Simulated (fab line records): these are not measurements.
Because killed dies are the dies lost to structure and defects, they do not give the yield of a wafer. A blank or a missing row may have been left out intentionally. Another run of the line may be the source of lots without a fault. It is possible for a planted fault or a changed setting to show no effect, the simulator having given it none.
Chamber matching || flow n5 finfet || N5_BEOL_M8_VIA_ETCH_34 on rie diel-01: 4 sister chambers
The step etches SiCOH lowk in C4F6/O2, target depth 125.5 nm, time 50.5 s. 4 wafers are shown with their chamber, then 10 later ones without.

## EACH WAFER AND ITS CHAMBER
{"wafer": "L079.4", "chamber": 3, "drypump motor current A (A)": 5.2}
{"wafer": "L082.6", "chamber": 2, "drypump motor current A (A)": 4.8}
{"wafer": "L086.4", "chamber": 1, "drypump motor current A (A)": 6.1}
{"wafer": "L086.5", "chamber": 0, "drypump motor current A (A)": 5.6}

## WAFERS MISSING THEIR CHAMBER
{"wafer": "L086.6", "drypump motor current A (A)": 6.2}
{"wafer": "L088.1", "drypump motor current A (A)": 5.2}
{"wafer": "L088.2", "drypump motor current A (A)": 4.8}
{"wafer": "L088.6", "drypump motor current A (A)": 4.8}
{"wafer": "L093.1", "drypump motor current A (A)": 5.6}
{"wafer": "L093.3", "drypump motor current A (A)": 4.8}
{"wafer": "L093.5", "drypump motor current A (A)": 4.8}
{"wafer": "L094.1", "drypump motor current A (A)": 5.2}
{"wafer": "L094.2", "drypump motor current A (A)": 6.1}
{"wafer": "L094.5", "drypump motor current A (A)": 6.1}

## CHAMBER TAKEN BY EACH
{"wafer": "L086.6", "from the rows above": 1, "in truth": 1}
{"wafer": "L088.1", "from the rows above": 3, "in truth": 3}
{"wafer": "L088.2", "from the rows above": 2, "in truth": 2}
{"wafer": "L088.6", "from the rows above": 2, "in truth": 2}
{"wafer": "L093.1", "from the rows above": 0, "in truth": 0}
{"wafer": "L093.3", "from the rows above": 2, "in truth": 2}
{"wafer": "L093.5", "from the rows above": 2, "in truth": 2}
{"wafer": "L094.1", "from the rows above": 3, "in truth": 3}
{"wafer": "L094.2", "from the rows above": 1, "in truth": 1}
{"wafer": "L094.5", "from the rows above": 1, "in truth": 1}
Placed correctly: 10 of 10. From these rows, 0 cannot be placed. 0 placed wrongly.
How it was worked out, from the rows above alone: a wafer's distance from a chamber is the root of the sum, over the readings, of the square of ((its reading less the chamber's mean) divided by the reading's scatter). The wafer belongs to the nearest chamber; if the next one is less than 2 further off, it can't be placed. For every chamber, the mean is computed from those of its wafers that are shown. The scatter: with one shown wafer a chamber, the root of the mean of the squares of how far each hidden wafer lies from its nearest shown one.
